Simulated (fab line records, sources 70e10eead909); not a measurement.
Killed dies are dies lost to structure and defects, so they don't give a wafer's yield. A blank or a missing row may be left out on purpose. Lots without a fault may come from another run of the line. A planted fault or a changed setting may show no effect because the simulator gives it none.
One fault seen from 2 desks | flow nand_harc | each desk has only its own numbers; what lay behind them comes last

THE DEFECT DESK
What the inspections along the route counted, lot by lot: means of the sampled wafers that have a number. A lot is out of limits, marked OUT, if its mean lies more than 4 standard deviations from the usual mean; the brackets give that distance.
Columns: A = raw_defect_count at NHARC_P_M1_INSPECT_27, usual 315
lot  | first seen here | A
L738 | day 6 00:16     | 391
L739 | day 6 04:02     | 494
L741 | day 6 17:05     | 247
L743 | day 7 06:18     | 310
L742 | day 7 07:26     | 380
L744 | day 7 20:07     | 286
L745 | day 7 20:44     | 273
L748 | day 8 05:21     | 335
L746 | day 8 10:14     | 306
L751 | day 9 10:23     | 220
L753 | day 9 20:54     | 167
L757 | day 10 18:16    | 263
L758 | day 11 00:01    | 197
L760 | day 11 08:45    | 150
This desk's finding: nothing out of limits on any of the 14 lots.

THE TOOL OWNER'S DESK: rie_diel-12
The tool's own readings at NHARC_P_BONDPAD_ETCH_24 (etches the open film in CF4/N2, target depth 30 nm, time 72.99 s): means of the sampled wafers that have a number, for each lot that ran on this tool. A lot is out of limits, marked OUT, if its mean lies more than 4 standard deviations from the usual mean; the brackets give that distance.
Columns: A = drypump_motor_current_A at NHARC_P_BONDPAD_ETCH_24, usual 5.6 A; B = oes_product_au at NHARC_P_BONDPAD_ETCH_24, usual 1.000 a.u.; C = rf_vpp_V at NHARC_P_BONDPAD_ETCH_24, usual 314.4 V; D = showerhead_plenum_p_Torr at NHARC_P_BONDPAD_ETCH_24, usual 2.64 Torr; E = throttle_valve_pct at NHARC_P_BONDPAD_ETCH_24, usual 19.793 %
lot  | first seen here | A   | B               | C     | D    | E
L739 | day 6 10:48     | 5.5 | 0.999           | 314.0 | 2.64 | 19.802
L741 | day 6 23:48     | 5.4 | 0.992           | 314.1 | 2.61 | 19.786
L742 | day 7 13:53     | 5.4 | 0.995           | 314.0 | 2.57 | 19.798
L744 | day 8 02:58     | 5.8 | 0.996           | 315.0 | 2.68 | 19.787
L745 | day 8 03:36     | 5.0 | 0.999           | 312.0 | 2.50 | 19.798
L748 | day 8 11:52     | 5.6 | 1.004           | 314.8 | 2.64 | 19.798
L746 | day 8 16:56     | 5.2 | 1.008           | 312.5 | 2.53 | 19.795
L753 | day 10 03:35    | 5.8 | 1.000           | 315.7 | 2.68 | 19.787
L757 | day 11 01:08    | 5.5 | 1.010           | 314.7 | 2.67 | 19.796
L758 | day 11 07:07    | 5.5 | 0.874 (-13) OUT | 314.8 | 2.67 | 19.799
L760 | day 11 15:26    | 5.6 | 0.866 (-13) OUT | 313.5 | 2.65 | 19.800
This desk's finding: out of limits on L758, L760; first on L758, day 11 07:07 (oes_product_au at NHARC_P_BONDPAD_ETCH_24). In limits: L739, L741, L742, L744, L745, L748, L746, L753, L757.

PUT TOGETHER
The tool owner's desk could have raised an alarm at day 11 07:07, on L758, L760.
The defect desk saw nothing out of limits.
The defect desk has L758, L760 on record, within its limits.
Of the lots named, all ran NHARC_P_BONDPAD_ETCH_24 on rie_diel-12.

WHAT THE SIMULATOR HAD PUT IN
Process parameter drift: rie_diel-12, from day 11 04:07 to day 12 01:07, at NHARC_P_BONDPAD_ETCH_24. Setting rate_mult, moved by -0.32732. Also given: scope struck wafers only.
Lots struck among those shown: L758, L760.
Hours from the fault's start to each desk's first reading out of limits: the tool owner's desk, 3.
